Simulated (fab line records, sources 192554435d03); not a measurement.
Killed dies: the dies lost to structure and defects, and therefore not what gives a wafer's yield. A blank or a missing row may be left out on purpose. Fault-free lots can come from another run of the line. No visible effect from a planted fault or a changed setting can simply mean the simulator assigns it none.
Lot-split experiment    flow n5-finfet    route with 1938 steps; 7 lots, 21 wafers read

ON THE SPLIT
At N5_BEOL_M7_TRENCH_ETCH_37 (etches SiCOH lowk in C4F6/O2, target depth 93.478 nm, time 31.2 s), the setting source-w was moved away from the recipe's 345 W on 5 of the 21 wafers read, by -13.5% to +17.2%. The other wafers ran this setting at the recipe's value.

The reading comes from the split's own step.

THE READING
rf-vpp-V, in V, at N5_BEOL_M7_TRENCH_ETCH_37 (etches SiCOH lowk in C4F6/O2, target depth 93.478 nm, time 31.2 s). On this fab line, fault-free wafers typically give 665 V with a standard deviation of 16 V.

wafer   tool, chamber at the split  source-w as run, W  against the recipe  rf-vpp-V, V  against lot-mates on the recipe
L075.3  rie-diel-01, 2              345                 recipe              675          -
L075.4  rie-diel-01, 2              345                 recipe              675          -
L075.5  rie-diel-01, 2              345                 recipe              674          -
L080.2  rie-diel-01, 0              298.5               -13.5%              716          +42
L080.4  rie-diel-01, 1              345                 recipe              674          -
L080.5  rie-diel-01, 2              298.5               -13.5%              725          +51
L082.1  rie-diel-03, 2              345                 recipe              634          -
L082.3  rie-diel-03, 1              403.6               +17.0%              603          -36
L082.4  rie-diel-03, 3              345                 recipe              644          -
L086.4  rie-diel-03, 0              404.3               +17.2%              610          -53
L086.5  rie-diel-03, 0              345                 recipe              663          -
L086.6  rie-diel-03, 3              404.3               +17.2%              593          -70
L096.3  rie-diel-01, 0              345                 recipe              665          -
L096.4  rie-diel-01, 2              345                 recipe              673          -
L096.5  rie-diel-01, 0              345                 recipe              665          -
L092.2  rie-diel-01, 1              345                 recipe              674          -
L092.4  rie-diel-01, 3              345                 recipe              650          -
L092.5  rie-diel-01, 1              345                 recipe              674          -
L097.1  rie-diel-04, 1              345                 recipe              673          -
L097.3  rie-diel-04, 3              345                 recipe              687          -
L097.5  rie-diel-04, 2              345                 recipe              682          -

FIT RESULTS
A straight line over all 21 wafers: rf-vpp-V changes by -3.86 V for each +1% of source-w; r = -0.92; the points scatter about the line by 13 V.
The same after taking each lot's own level away (the mean of its wafers on the recipe; 21 wafers): -3.21 V for each +1%; r = -0.96; scatter 7.9 V.
The reading moves by 55 V for the largest change in source-w, on that fit.
From 639.0 to 680.7 V: that is the span of the lots' own levels, equal to 2.6 times the standard deviation above.
Hence the slope depends on the lot-to-lot level, as the two fits are not the same.
Check: for one of the wafers moved furthest among these (+17.2%), held out of the fit, the line's prediction against its lot-mates is -55.2 V. Against them it came out at -53 V.
Tool readings at the split's step, against how far the setting was moved: rf-vpp-V r = -0.92.

OTHER SPLITS ON THESE WAFERS
Before the reading, these wafers also passed through other splits. Each is held against what the fit with the lots' levels taken away leaves over:
other split on the same wafers     wafers away from the commonest value  r with rf-vpp-V (lot level and that fit taken away)
N5_BEOL_M5_ILD_DEP_00 time-s       7                                     +0.25
N5_BEOL_M5_HM_DEP_02 target-thk-a  7                                     +0.10
N5_BEOL_M5_SPUTTER_83 time-s       5                                     -0.16
N5_BEOL_M7_COAT_64 spin-rpm        4                                     -0.13
N5_BEOL_M7_EXPOSE_25 dose-mj       7                                     +0.11

THE WHOLE CHAIN: every reading that the file lists as answering this split, in the file's order
step                       what it does                                                       reading           change (the file's fit)                                                                                        r (the file's)
N5_BEOL_M7_TRENCH_ETCH_37  etches SiCOH lowk in C4F6/O2, target depth 93.478 nm, time 31.2 s  rf-vpp-V          -3 V for each +1% of the setting                                                                               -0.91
N5_PASSIVATION_PROBE_49                                                                       sort_bin_8_speed  +0.0186 for each +1% of the setting, in a fit together with dose-mj@FIN_CUT_EXPOSE_05,temp-c@SD_EPI_N_COAT_32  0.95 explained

THE FILE'S OWN FIT
rf-vpp-V changes by -3 V for each +1% of source-w, r = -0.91.
